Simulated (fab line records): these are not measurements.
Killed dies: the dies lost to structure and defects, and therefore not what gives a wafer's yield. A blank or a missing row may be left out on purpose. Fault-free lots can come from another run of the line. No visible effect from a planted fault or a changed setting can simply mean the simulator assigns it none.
Struck lot and sound lot, side by side :: flow n5Finfet :: 29 steps out of a route of 1938
Sound: wafers L609.1, L609.2, L609.4. Wafers struck: L603.3, L603.4, L603.5. The cause is named last.
Per side, at each step with rows, come the tool, then ch with its chambers, and then its first start. Under that, the readings that differ: sound wafers :: struck wafers :: difference of the means :: sigmas: that difference in standard deviations of wafers without a fault.
alike: a reading whose means differ by less than 2 such deviations, as well as words and numbers matching on both sides. not compared: withheld readings; readings where some wafer has no value; bounds like >300 that might hide an equal value; numbers whose values overlap and for which the record gives no deviation.
Wherever a step has rows on one side only, a row that says differs or no value, or a row with sigmas, the two part there. Non-overlapping numbers with no deviation appear without sigmas and do not part them. A reading missing from all wafers of one side parts the sides only when that side holds two or more wafers.

first, 1 step without rows for these wafers: N5_BEOL_M11_CVD_75 (deposits Co from CCTBA/H2, target thk 2 nm, time 138.9 s).
N5_BEOL_M11_SPUTTER_48: material Cu, target thk 12 nm, time 2 s.
  sound on pvdSputter-01 at day 15 16:08; struck on pvdSputter-01 at day 13 22:47
  alike: throttleValvePct
then, 2 steps without rows for these wafers: N5_BEOL_M11_ECD_50 (material Cu, target thk 318 nm); N5_BEOL_M11_ANNEAL_51 (time 90 s).
N5_BEOL_M11_CMP_52: polishes, stops on SiCOH lowk, t overpolish 7 s, target thk 140 nm.
  sound on cmp-02 ch 0,1,2, day 15 16:39; struck on cmp-04 ch 0,2, day 13 23:41
  alike: barrierFieldEndpointS, clearingPlatenRpm, motorCurrentA, overpolishRunS, timeToEndpointS
N5_BEOL_M11_THK_MEAS_53: measures by xrf.
  sound on filmMetro-02 at day 15 16:57; struck on filmMetro-02 at day 13 23:57
  alike: M11_THK
then, 1 step without rows for these wafers: N5_BEOL_M11_PRE_CLEAN_55 (time 15 s).
N5_BEOL_M11_DEP_56: deposits SiCN from 3MS/NH3, target thk 30 nm, time 10.5 s.
  sound on pecvd-04 ch 0,1,2, day 15 17:01; struck on pecvd-04 ch 1,2, day 14 00:01
  alike: showerheadPlenumPTorr, throttleValvePct
N5_BEOL_M11_RS_MEAS_57: a four-point-probe measurement.
  sound on filmMetro-01 at day 15 17:04; struck on filmMetro-01 at day 14 00:04
  alike: M11_RS
N5_BEOL_M11_INSPECT_58: inspects for defects (darkfield).
  sound on defectInspect-02 at day 15 17:06; struck on defectInspect-01 at day 14 00:06
  alike: rawDefectCount
then, 1 step without rows for these wafers: N5_BEOL_M12_ILD_DEP_00 (deposits SiOC from DEMS/O2, target thk 658.92 nm, time 130.7 s).
N5_BEOL_M12_THK_MEAS_01:
  sound on filmMetro-02 at day 15 17:16; struck on filmMetro-01 at day 14 00:16
  alike: M12_ILD_THK
N5_BEOL_M12_COAT_58: time 60 s, resist thk 89 nm.
  sound on lithoTrack-05 ch 0, day 15 17:18; struck on lithoTrack-03 ch 0, day 14 00:18
reading: spinSpeedRpm (rpm)
sound: 1498.9 1500.4 1498.6
struck: 1570.3 1570.8 1570.6
difference: +71.3
sigmas: +59

reading: model.BARC_of_BEOL_M12_COAT_58.thkNm (nm)
sound: 89 89 88.8
struck: 87.4 87.2 87.4
difference: -1.6
sigmas: 
then, 7 steps without rows for these wafers: N5_BEOL_M12_COAT_04 (resist thk 400 nm); N5_BEOL_M12_EBR_06; N5_BEOL_M12_SOFTBAKE_05 (time 60 s); N5_BEOL_M12_EXPOSE_07 (exposes mask V11); N5_BEOL_M12_PEB_08 (peb time 90 s); N5_BEOL_M12_DEVELOP_09 (develop time 45 s); N5_BEOL_M12_HARDBAKE_14 (time 120 s).
N5_BEOL_M12_CD_MEAS_10 targets a cd of 140 nm.
  sound on cdSem-03 ch 0, day 15 17:34; struck on cdSem-02 ch 0, day 14 00:41
  alike: cdNm
N5_BEOL_M12_OVL_MEAS_11:
  sound on overlay-01 ch 0, day 15 17:36; struck on overlay-01 ch 0, day 14 00:43
  alike: V11_OVL
N5_BEOL_M12_INSPECT_12: inspects for defects (macro).
  sound on defectInspect-01 at day 15 17:37; struck on defectInspect-01 at day 14 00:45
  alike: rawDefectCount
N5_BEOL_M12_DESCUM_15: chemistry O2, time 7.9 s.
  sound on rieDiel-02 ch 0,2,3, day 15 17:43; struck on rieDiel-06 ch 0,1,3, day 14 00:47
  alike: drypumpMotorCurrentA, oesProductAu, rfVppV, showerheadPlenumPTorr, throttleValvePct
  not compared: rfHoursCounterH
N5_BEOL_M12_ETCH_59: etches BARC in N2/H2, target depth 89 nm, overetch 26.7 nm, time 67.9 s.
  sound on rieDiel-02 ch 0,2,3, day 15 17:46; struck on rieDiel-06 ch 0,1,3, day 14 00:49
reading: model.etch.depthNm (nm)
sound: 89.07 89.05 88.71
struck: 87.31 87.24 87.4
difference: -1.63
sigmas: 
  alike: drypumpMotorCurrentA, oesProductAu, rfVppV, showerheadPlenumPTorr, throttleValvePct
  not compared: rfHoursCounterH
N5_BEOL_M12_VIA_ETCH_16: etches SiOC in C4F8/O2/Ar, target depth 724.8 nm.
  sound on rieDiel-02 ch 0,2,3, day 15 17:49; struck on rieDiel-06 ch 0,1,3, day 14 00:52
  alike: C4F8_flow_sccm, drypumpMotorCurrentA, oesProductAu, rfVppV, showerheadPlenumPTorr, throttleValvePct
then, 1 step without rows for these wafers: N5_BEOL_M12_STRIP_63 (strips in N2/H2).
N5_BEOL_M12_STRIP_64: strips in N2/H2.
  sound on plasmaAsher-02 ch 0,1, day 15 18:04; struck on plasmaAsher-02 ch 0,1, day 14 01:09
reading: stripTimeToEndpointS (s)
sound: 31.34 31.32 31.23
struck: 30.82 30.79 30.86
difference: -0.47
sigmas: -7
  alike: drypumpMotorCurrentA, heaterPowerW, oesProductAu
  not compared: rfHoursCounterH
then, 1 step without rows for these wafers: N5_BEOL_M12_STRIP_71 (strips in post etch residue remover, time 60 s).

== WHERE THEY PART ==
Last at N5_BEOL_M12_STRIP_64 as far as this record goes, first at N5_BEOL_M12_COAT_58.

WHY: what had been put in by the simulator
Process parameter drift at N5_BEOL_M12_COAT_58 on lithoTrack-03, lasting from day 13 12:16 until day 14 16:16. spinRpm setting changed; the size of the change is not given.
